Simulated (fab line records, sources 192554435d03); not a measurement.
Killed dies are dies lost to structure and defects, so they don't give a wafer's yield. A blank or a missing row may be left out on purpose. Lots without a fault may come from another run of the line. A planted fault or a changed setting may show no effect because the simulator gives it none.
A struck lot beside a sound one | flow n5_finfet | 22 steps out of a route of 1938
Sound: wafers L504.1, L504.3, L504.6. Struck: wafers L515.1, L515.2, L515.5. The cause comes at the end.
At each step with rows: each side's tool, then ch and its chambers, then its first start. Under that, the readings that differ: sound wafers | struck wafers | difference of the means | sigmas: that difference in standard deviations of wafers without a fault.
alike: readings whose means differ by less than 2 such deviations, and words and numbers that are the same on both sides. not compared: withheld readings, readings that some wafer has no value for, bounds like >300 that may hide the same value, and numbers for which the record gives no deviation and whose values overlap.
The two part at a step that has a row with sigmas, a row that says differs or no value, or rows on one side only. Numbers that don't overlap but have no deviation are shown without sigmas and don't part them. A reading that every wafer of one side lacks parts them only if that side has two wafers or more.

N5_GATE_CUT_CMP_61: polishes, stops on SiNx, t overpolish 3 s.
  sound on cmp-02 ch 0,2, day 5 20:52; struck on cmp-02 ch 1,2,3, day 8 13:26
  alike: motor_current_A
N5_GATE_CUT_INSPECT_26: inspects for defects (darkfield).
  sound on defect_inspect-02, day 5 21:05; struck on defect_inspect-01, day 8 13:37
  alike: raw_defect_count
then, 9 steps without rows for these wafers: N5_MOL_CONTACT_COAG_COAT_103 (time 60 s, resist thk 80 nm); N5_MOL_CONTACT_COAG_COAT_104 (time 60 s, resist thk 12 nm); N5_MOL_CONTACT_COAG_COAT_58 (time 60 s, resist thk 10 nm); N5_MOL_CONTACT_COAG_COAT_02 (resist thk 30 nm); N5_MOL_CONTACT_COAG_EBR_04; N5_MOL_CONTACT_COAG_SOFTBAKE_03 (time 60 s); N5_MOL_CONTACT_COAG_EXPOSE_05 (exposes mask CA, defocus 0 nm); N5_MOL_CONTACT_COAG_PEB_06 (peb time 60 s); N5_MOL_CONTACT_COAG_DEVELOP_07 (develop time 30 s).
N5_MOL_CONTACT_COAG_CD_MEAS_08: target cd 28 nm.
  sound on cd_sem-02 ch 0, day 5 21:23; struck on cd_sem-03 ch 0, day 8 13:55
  reading    | sound             | struck            | difference | sigmas
  cd_nm (nm) | 27.94 27.80 28.26 | 28.78 28.79 28.33 | +0.63      | +3
N5_MOL_CONTACT_COAG_OVL_MEAS_09:
  sound on overlay-01 ch 0, day 5 21:25; struck on overlay-02 ch 0, day 8 13:56
  alike: CA_OVL
N5_MOL_CONTACT_COAG_INSPECT_10: inspects for defects (brightfield).
  sound on defect_inspect-02, day 5 21:29; struck on defect_inspect-01, day 8 14:00
  alike: raw_defect_count
N5_MOL_CONTACT_COAG_DESCUM_13: chemistry O2, time 7 s.
  sound on rie_diel-03 ch 1,2, day 5 21:31; struck on rie_diel-05 ch 0,2,3, day 8 14:02
  alike: drypump_motor_current_A, oes_product_au, rf_vpp_V, showerhead_plenum_p_Torr, throttle_valve_pct
  not compared: rf_hours_counter_h
N5_MOL_CONTACT_COAG_ETCH_59: etches underlayer in N2/H2, target depth 13 nm, time 10.4 s.
  sound on rie_diel-03 ch 1,2, day 5 21:34; struck on rie_diel-05 ch 0,2,3, day 8 14:04
  alike: drypump_motor_current_A, etch_rf_on_time_s, oes_product_au, rf_vpp_V, showerhead_plenum_p_Torr, throttle_valve_pct
  not compared: rf_hours_counter_h
N5_MOL_CONTACT_COAG_ETCH_105: etches SiARC in CF4, target depth 15.6 nm, time 26 s.
  sound on rie_diel-03 ch 1,2, day 5 21:36; struck on rie_diel-05 ch 0,2,3, day 8 14:05
  alike: drypump_motor_current_A, etch_rf_on_time_s, oes_product_au, rf_vpp_V, showerhead_plenum_p_Torr, throttle_valve_pct
  not compared: rf_hours_counter_h
N5_MOL_CONTACT_COAG_ETCH_106: etches SOC in N2/H2, target depth 80 nm, overetch 16 nm, time 120 s.
  sound on rie_diel-03 ch 1,2, day 5 21:38; struck on rie_diel-05 ch 0,2,3, day 8 14:07
  alike: drypump_motor_current_A, oes_product_au, rf_vpp_V, showerhead_plenum_p_Torr, throttle_valve_pct
  not compared: rf_hours_counter_h
then, 2 steps without rows for these wafers: N5_MOL_CONTACT_COAG_STRIP_107 (strips in N2/H2); N5_MOL_CONTACT_COAG_STRIP_108 (strips in N2/H2).
N5_MOL_CONTACT_COAG_CONTACT_ETCH_14: etches SiO2 in C4F6/O2, target depth 27.5 nm, overetch 8.5 nm, time 20 s.
  sound on rie_diel-03 ch 1,2, day 5 21:47; struck on rie_diel-05 ch 0,2,3, day 8 14:13
  reading                                  | sound      | struck         | difference | sigmas
  model.MOL_CONTACT_COAG.cd_offset_nm (nm) | 0.4 -0.2 0 | -0.6 -0.4 -0.6 | -0.6       |
  alike: drypump_motor_current_A, oes_f_703_au, oes_product_au, rf_vpp_V, showerhead_plenum_p_Torr, throttle_valve_pct
  not compared: rf_hours_counter_h
then, 1 step without rows for these wafers: N5_MOL_CONTACT_COAG_STRIP_109 (strips in C4F6/O2).

WHERE THEY PART
Only at N5_MOL_CONTACT_COAG_CD_MEAS_08, within this record. Later steps at which nothing parts them and some readings are alike: N5_MOL_CONTACT_COAG_OVL_MEAS_09, N5_MOL_CONTACT_COAG_INSPECT_10, N5_MOL_CONTACT_COAG_DESCUM_13, N5_MOL_CONTACT_COAG_ETCH_59, N5_MOL_CONTACT_COAG_ETCH_105, N5_MOL_CONTACT_COAG_ETCH_106, N5_MOL_CONTACT_COAG_CONTACT_ETCH_14.

WHY: what the simulator had put in
Metrology matching offset: cd_sem-03, from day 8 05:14 on, at N5_MOL_CONTACT_COAG_CD_MEAS_08. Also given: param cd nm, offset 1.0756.
